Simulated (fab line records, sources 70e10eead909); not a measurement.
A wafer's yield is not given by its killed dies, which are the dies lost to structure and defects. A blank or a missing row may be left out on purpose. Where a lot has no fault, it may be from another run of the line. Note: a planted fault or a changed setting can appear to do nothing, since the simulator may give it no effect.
fab line records	flow nand-harc
record: lots: 15	wafers: 45	last-day: 22
route steps=1159 shown A_M1@1056 A_BONDPAD@1059
lots that met no fault: taken from a fault-free run of the same line
start-h: hours from the record's opening day to when the first of the lot's shown wafers began	wait-h: how many hours have passed since the lot's step before this one	" unchanged from the row above	L1.1+2: several wafers, shown together as one row	- no value present, or no start provided	* or withheld: withheld	< > ~ a bound
route shown NAME@n: a module of which the file shows steps, and the number in the route of the first	usual: mean and standard deviation over wafers with no fault	same: alike in all rows	chamber/n: place in a boat	sites: readings site by site	_std_site: standard deviation of those values	_edge_site: outer sites' mean less inner sites'	radius-mm: how far each site lies from the wafer's centre	mask NAME#n: copy n	behind: the most recent tool/chamber to have shaped the wafer	hold: what put the lot on hold/how long, in hours/how the hold closed	device: the n, p or np transistor that did not switch	end of line: the route-end tests of the same wafers	where a step has no rows: the recipe by itself	killed: dies lost to structure and defects at the first sort, not the wafer's yield	map: the dies of a wafer, with x for killed, . for not killed, _ for no die there
set.NAME: the setting that was run; set.NAME@STEP: the one run at that earlier step	model.NAME: the simulator's own value behind a step, which no gauge read
steps of the route over a sample of lots; a table a step, a row a wafer
services: the hour from which a tool's chamber was out of use, counted from the record's first day as start-h (under 0 if before that day), plus the number of hours and why
== steps ==
step: NHARC_A_M1_INSPECT_27
usual: raw-defect-count: 456/130
lot.wafer	tool	chamber	start-h	wait-h	raw-defect-count
L545.2	defect-inspect-01	-	408.78	0.0	607
L545.5	"	-	"	"	541
L545.6	"	-	"	"	551
L546.2	defect-inspect-02	-	409.48	0.0	413
L546.3	"	-	"	"	347
L546.4	"	-	"	"	463
L547.3	defect-inspect-01	-	411.32	0.0	382
L547.4	"	-	"	"	369
L547.6	"	-	"	"	410
L543.1	defect-inspect-02	-	412.23	0.0	519
L543.3	"	-	"	"	446
L543.4	"	-	"	"	476
L548.3	defect-inspect-02	-	433.08	0.0	234
L548.4	"	-	"	"	307
L548.5	"	-	"	"	245
L544.1	defect-inspect-01	-	435.92	0.0	418
L544.3	"	-	"	"	501
L544.6	"	-	"	"	400
L549.2	defect-inspect-02	-	436.39	0.0	420
L549.5	"	-	"	"	368
L549.6	"	-	"	"	320
L550.2	defect-inspect-01	-	456.63	0.0	338
L550.3	"	-	"	"	924
L550.4	"	-	"	"	403
L552.2	defect-inspect-02	-	456.92	0.0	433
L552.4	"	-	"	"	484
L552.6	"	-	"	"	413
L551.1	defect-inspect-02	-	463.21	0.0	346
L551.4	"	-	"	"	346
L551.6	"	-	"	"	328
L553.1	defect-inspect-02	-	480.59	0.0	365
L553.2	"	-	"	"	283
L553.3	"	-	"	"	417
L554.3	defect-inspect-01	-	483.06	0.0	418
L554.5	"	-	"	"	557
L554.6	"	-	"	"	439
L560.1	defect-inspect-01	-	495.72	0.0	353
L560.3	"	-	"	"	577
L560.6	"	-	"	"	511
L559.1	defect-inspect-02	-	502.11	0.0	405
L559.4	"	-	"	"	447
L559.5	"	-	"	"	637
L557.1	defect-inspect-02	-	502.89	0.0	436
L557.2	"	-	"	"	478
L557.3	"	-	"	"	334
step: NHARC_A_BONDPAD_DEP_00
recipe: target-thk-a: 2500	temp-c: 370	target-thk-nm: 250	pressure-torr: 3	flow-sccm: 200	rf-w: 450	material: SiCN
usual: heater-power-w: 592/93	rf-fwd-power-W: 449.1/1.4
lot.wafer	tool	chamber	start-h	wait-h	heater-power-w	rf-fwd-power-W
L545.2	pecvd-03	2	409.48	-	627	447.7
L545.6	"	2	"	"	632	447.3
L545.5	"	0	"	"	590	447.6
L546.3	pecvd-04	0	410.20	-	670	449.7
L546.2	"	2	"	"	581	448.0
L546.4	"	0	"	"	688	449.9
L547.3	pecvd-04	2	412.06	-	568	451.3
L547.6	"	1	"	"	744	449.9
L547.4	"	0	"	"	680	450.1
L543.3	pecvd-04	1	412.98	-	729	450.1
L543.1	"	2	"	"	572	450.7
L543.4	"	1	"	"	731	450.0
L548.3	pecvd-04	1	-	-	722	449.2
L548.5	"	1	"	"	721	447.5
L548.4	"	2	"	"	565	448.8
L544.1	pecvd-01	2	436.62	-	453	448.5
L544.3	"	2	"	"	455	448.0
L544.6	"	1	"	"	523	448.5
L549.2	pecvd-01	2	437.09	-	426	451.3
L549.6	"	2	"	"	440	449.6
L549.5	"	1	"	"	505	449.5
L550.2	pecvd-03	1	457.32	-	500	447.9
L550.3	"	2	"	"	581	446.5
L550.4	"	2	"	"	587	449.6
L552.2	pecvd-03	2	458.32	-	586	450.1
L552.4	"	1	"	"	580	449.4
L552.6	"	2	"	"	608	451.5
L551.1	pecvd-03	2	464.28	-	600	448.1
L551.6	"	0	"	"	656	450.8
L551.4	"	2	"	"	609	447.5
L553.3	pecvd-04	1	481.67	-	773	449.3
L553.2	"	2	"	"	510	450.3
L553.1	"	0	"	"	718	445.8
L554.3	pecvd-04	2	-	-	484	448.0
L554.6	"	2	"	"	507	450.1
L554.5	"	0	"	"	676	449.4
L560.3	pecvd-01	2	496.44	-	405	448.4
L560.1	"	1	"	"	543	448.3
L560.6	"	2	"	"	414	447.6
L559.1	pecvd-01	2	502.81	-	397	450.8
L559.4	"	0	"	"	624	447.8
L559.5	"	1	"	"	457	448.6
L557.1	pecvd-03	2	503.72	-	603	448.1
L557.3	"	0	"	"	591	450.8
L557.2	"	1	"	"	565	448.9
step: NHARC_A_BONDPAD_OVL_MEAS_35
usual: overlay-x-nm: 1/5.3	overlay-y-nm: -2/6.2
lot.wafer	tool	chamber	start-h	wait-h	overlay-x-nm	overlay-y-nm
L545.2	overlay-02	-	410.82	-	1	5
L545.5	"	-	"	"	1	5
L545.6	"	-	"	"	1	5
L546.2	overlay-02	-	411.53	-	-2	-11
L546.3	"	-	"	"	-2	-10
L546.4	"	-	"	"	-2	-11
L547.3	overlay-02	-	413.33	-	-1	-3
L547.4	"	-	"	"	0	-3
L547.6	"	-	"	"	0	-3
L543.1	overlay-01	-	414.20	-	-1	-13
L543.3	"	-	"	"	-2	-13
L543.4	"	-	"	"	-2	-12
L548.3	overlay-02	-	435.11	-	9	10
L548.4	"	-	"	"	8	11
L548.5	"	-	"	"	9	11
L544.1	overlay-02	-	437.94	-	6	-2
L544.3	"	-	"	"	6	-2
L544.6	"	-	"	"	6	-2
L549.2	overlay-02	-	438.54	-	0	-10
L549.5	"	-	"	"	0	-9
L549.6	"	-	"	"	0	-9
L550.2	overlay-02	-	458.64	-	2	0
L550.3	"	-	"	"	3	-1
L550.4	"	-	"	"	3	-1
L552.2	overlay-02	-	459.54	-	-1	-10
L552.4	"	-	"	"	0	-9
L552.6	"	-	"	"	0	-9
L551.1	overlay-02	-	465.50	-	1	-4
L551.4	"	-	"	"	1	-3
L551.6	"	-	"	"	1	-3
L553.1	overlay-02	-	482.85	-	1	-1
L553.2	"	-	"	"	1	-2
L553.3	"	-	"	"	1	-2
L554.3	overlay-01	-	484.94	-	-6	0
L554.5	"	-	"	"	-7	-1
L554.6	"	-	"	"	-7	-1
L560.1	overlay-02	-	497.76	-	3	-8
L560.3	"	-	"	"	3	-8
L560.6	"	-	"	"	4	-7
L559.1	overlay-02	-	504.15	-	2	-5
L559.4	"	-	"	"	2	-5
L559.5	"	-	"	"	2	-5
L557.1	overlay-01	-	504.91	-	-4	-8
L557.2	"	-	"	"	-4	-8
L557.3	"	-	"	"	-4	-7
step: NHARC_A_BONDPAD_ETCH_12
recipe: target-depth-a: 2200	time-s: 110	chf3-flow-sccm: 50	o2-flow-sccm: 10	ar-flow-sccm: 200	rf-w: 500	bias-w: 200	chemistry: CHF3/O2
usual: bias-w: 200.0/0.6	chamber-pressure-mTorr: 25.003/0.021	drypump-motor-current-A: 5.56/0.21	oes-product-au: 0.947/0.024	rf-fwd-power-W: 497.7/1.5	rf-vpp-V: 369.3/2.2	showerhead-plenum-p-Torr: 2.34/0.087	throttle-valve-pct: 20.573/0.009
lot.wafer	tool	chamber	start-h	wait-h	bias-w	chamber-pressure-mTorr	drypump-motor-current-A	oes-product-au	rf-fwd-power-W	rf-hours-counter-h	rf-vpp-V	showerhead-plenum-p-Torr	throttle-valve-pct
L545.2	rie-diel-05	2	411.16	-	201.4	25.008	5.76	0.961	497.4	2	366.3	2.25	20.577
L545.5	"	0	"	"	199.4	24.999	5.72	0.948	499.8	-	371.5	2.44	20.580
L545.6	"	1	"	"	200.0	24.988	5.40	0.969	498.0	-	366.7	2.25	20.572
L546.4	rie-diel-05	2	411.82	-	200.3	24.990	5.74	0.925	498.7	2	367.2	2.25	20.572
L546.2	"	3	"	"	200.0	24.979	5.32	0.934	497.5	2	371.8	2.39	20.564
L546.3	"	0	"	"	198.7	25.011	5.73	0.927	498.6	2	372.0	2.44	20.566
L547.4	rie-diel-05	2	413.65	-	199.1	24.971	5.74	0.936	498.4	2	368.2	2.25	20.564
L547.3	"	3	"	"	199.9	25.003	5.36	0.921	497.6	3	370.7	2.39	20.573
L547.6	"	0	"	"	200.0	25.018	5.72	0.920	498.3	-	371.2	2.44	20.581
L543.3	rie-diel-12	1	414.51	-	200.7	24.975	5.36	0.913	496.5	6	370.0	2.30	20.574
L543.1	"	2	"	"	199.8	25.045	5.96	0.946	496.7	6	375.0	2.56	20.554
L543.4	"	0	"	"	199.0	25.029	6.09	0.908	496.6	6	366.6	2.23	20.571
L548.3	rie-diel-05	3	435.46	-	200.9	24.981	5.33	0.956	496.8	3	370.7	2.39	20.588
L548.4	"	1	"	"	200.0	24.984	5.42	0.968	497.3	3	368.1	2.25	20.574
L548.5	"	3	"	"	200.6	24.987	5.30	0.957	498.1	-	370.4	2.39	20.576
L544.1	rie-diel-12	0	438.24	-	200.5	25.003	6.07	0.916	496.6	10	366.6	2.23	20.568
L544.3	"	3	"	"	200.2	24.986	5.93	0.921	498.0	9	373.1	2.47	20.583
L544.6	"	1	"	"	199.5	25.025	5.39	0.931	498.2	-	367.7	2.30	20.571
L549.2	rie-diel-05	0	438.86	-	201.1	25.016	5.73	0.913	498.7	3	371.5	2.44	20.575
L549.5	"	2	"	"	200.0	25.007	5.75	0.952	496.5	-	366.9	2.25	20.561
L549.6	"	3	"	"	200.3	25.022	5.38	0.917	498.0	-	370.7	2.39	20.563
L550.2	rie-diel-05	0	458.94	-	201.0	25.022	5.72	0.967	498.3	4	372.3	2.44	20.598
L550.3	"	1	"	"	199.8	24.976	5.40	0.999	497.2	4	366.4	2.25	20.555
L550.4	"	2	"	"	200.5	24.990	5.76	0.974	498.9	4	366.4	2.25	20.565
L552.4	rie-diel-05	3	459.85	-	200.4	24.961	5.32	0.980	491.4	4	370.8	2.39	20.574
L552.2	"	0	"	"	200.2	25.015	5.70	0.952	496.7	4	372.5	2.44	20.563
L552.6	"	2	"	"	200.5	25.009	5.74	0.997	499.3	-	368.0	2.25	20.596
L551.4	rie-diel-05	2	465.81	-	200.3	25.036	5.72	0.939	499.6	4	367.2	2.25	20.585
L551.1	"	3	"	"	199.9	25.025	5.33	0.929	498.2	4	370.7	2.39	20.567
L551.6	"	2	"	"	200.2	25.020	5.73	0.938	499.4	-	365.7	2.25	20.572
L553.3	rie-diel-05	2	483.17	-	200.1	25.044	5.71	0.925	501.2	5	368.3	2.25	20.586
L553.2	"	3	"	"	199.9	25.008	5.35	0.917	494.8	5	369.9	2.39	20.563
L553.1	"	0	"	"	200.3	25.000	5.72	0.920	498.6	5	371.3	2.44	20.576
L554.3	rie-diel-05	3	485.26	-	201.0	25.028	5.34	0.978	497.5	5	371.1	2.39	20.572
L554.6	"	2	"	"	200.0	25.004	5.73	0.966	497.2	-	366.4	2.25	20.584
L554.5	"	3	"	"	199.8	25.025	5.30	0.971	496.2	-	371.1	2.39	20.575
L560.1	rie-diel-05	3	498.08	-	-	-	-	-	-	-	-	-	-
L560.3	"	1	"	"	-	-	-	-	-	-	-	-	-
L560.6	"	3	"	"	-	-	-	-	-	-	-	-	-
L559.1	rie-diel-05	2	504.46	-	-	-	-	-	-	-	-	-	-
L559.4	"	0	"	"	-	-	-	-	-	-	-	-	-
L559.5	"	2	"	"	-	-	-	-	-	-	-	-	-
L557.2	rie-diel-05	0	505.21	-	-	-	-	-	-	-	-	-	-
L557.1	"	2	"	"	-	-	-	-	-	-	-	-	-
L557.3	"	3	"	"	-	-	-	-	-	-	-	-	-
== services ==
tool	chamber	start-h	hours	kind
rie-diel-05	0	398.61	-	clean
rie-diel-05	1	398.61	-	clean
rie-diel-05	2	398.61	-	clean
rie-diel-05	3	398.61	-	clean
pecvd-03	0	403.70	2.4	repair
pecvd-01	-	418.44	13.0	pm
rie-diel-05	0	423.11	-	clean
rie-diel-05	1	423.11	-	clean
rie-diel-05	2	423.11	-	clean
rie-diel-05	3	423.11	-	clean
rie-diel-05	0	447.61	-	clean
rie-diel-05	1	447.61	-	clean
rie-diel-05	2	447.61	-	clean
rie-diel-05	3	447.61	-	clean
pecvd-04	2	460.88	4.9	repair
pecvd-01	2	466.49	4.1	repair
rie-diel-12	0	468.07	3.5	repair
pecvd-01	-	470.73	0.7	repair
rie-diel-05	0	472.11	-	clean
rie-diel-05	1	472.11	-	clean
rie-diel-05	2	472.11	-	clean
rie-diel-05	3	472.11	-	clean
pecvd-03	-	473.13	13.0	pm
pecvd-03	-	490.75	6.1	repair
== key ==
first-sign: step: NHARC_A_BONDPAD_ETCH_12	reading: tool-record	direction: missing
effect none on later readings
met-at NHARC_A_BONDPAD_ETCH_12
struck-lots L557,L559,L560
later-rows-left-out L557.1,L557.2,L557.3,L559.1,L559.4,L559.5,L560.1,L560.3,L560.6
sort-left-out L557.1,L557.2,L557.3,L559.1,L559.4,L559.5,L560.1,L560.3,L560.6
not-acting-at NHARC_A_M1_INSPECT_27,NHARC_A_BONDPAD_DEP_00,NHARC_A_BONDPAD_OVL_MEAS_35
onset-between 485.26 498.08
fault: kind: skipped-step-whole	tool: rie-diel-05	chamber: -	onset-h: 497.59	steps: NHARC_A_BONDPAD_ETCH_12	scope: struck-lots-only
sort-left-out: the simulated sort isn't trusted on such a fault, so these wafers' sort isn't shown, and their yield isn't known
later-rows-left-out: the simulator's readings of these wafers behind a module that went badly wrong aren't trusted and aren't shown, but for the sort
